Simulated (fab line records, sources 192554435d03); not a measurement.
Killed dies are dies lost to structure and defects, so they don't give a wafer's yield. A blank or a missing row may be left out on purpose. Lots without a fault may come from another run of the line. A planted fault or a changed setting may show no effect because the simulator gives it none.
Chamber matching | flow n5_finfet | N5_SD_EPI_N_ETCH_34 on rie_diel-04: 4 sister chambers
The step etches SiARC in CF4, target depth 45.5 nm, time 75.8 s. 8 wafers are shown with their chamber, then 6 later ones without.

WAFERS WITH THEIR CHAMBER
wafer  | chamber | showerhead_plenum_p_Torr (Torr) | throttle_valve_pct (%)
L855.6 | 2       | 2.10                            | 15.79
L857.3 | 0       | 2.23                            | 15.64
L857.6 | 1       | 2.21                            | 16.15
L860.1 | 2       | 2.10                            | 15.81
L860.2 | 0       | 2.23                            | 15.64
L860.3 | 3       | 2.09                            | 15.81
L862.2 | 1       | 2.21                            | 16.17
L862.3 | 3       | 2.08                            | 15.83

WAFERS WITHOUT THEIR CHAMBER
wafer  | showerhead_plenum_p_Torr (Torr) | throttle_valve_pct (%)
L862.5 | 2.10                            | 15.81
L873.1 | 2.20                            | 16.22
L873.3 | 2.08                            | 15.88
L873.4 | 2.22                            | 15.68
L875.5 | 2.09                            | 15.38
L875.6 | 2.07                            | 15.88

WHICH CHAMBER EACH WENT THROUGH
wafer  | from the rows above     | in truth
L862.5 | 2                       | 2
L873.1 | 1                       | 1
L873.3 | 3                       | 3
L873.4 | 0                       | 0
L875.5 | can't be placed: 2 or 3 | 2
L875.6 | 3                       | 3
Placed correctly: 5 of 6. Can't be placed from these rows: 1 (the true chamber is among the candidates in 1). Placed wrongly: 0.
How it was worked out, from the rows above alone: a wafer's distance from a chamber is the root of the sum, over the readings, of the square of ((its reading less the chamber's mean) divided by the reading's scatter). The wafer belongs to the nearest chamber; if the next one is less than 2 further off, it can't be placed. A chamber's mean is the mean of its shown wafers. The scatter: the root of (the sum of the squares of (reading less its chamber's mean) over the shown wafers, divided by (wafers less chambers)).
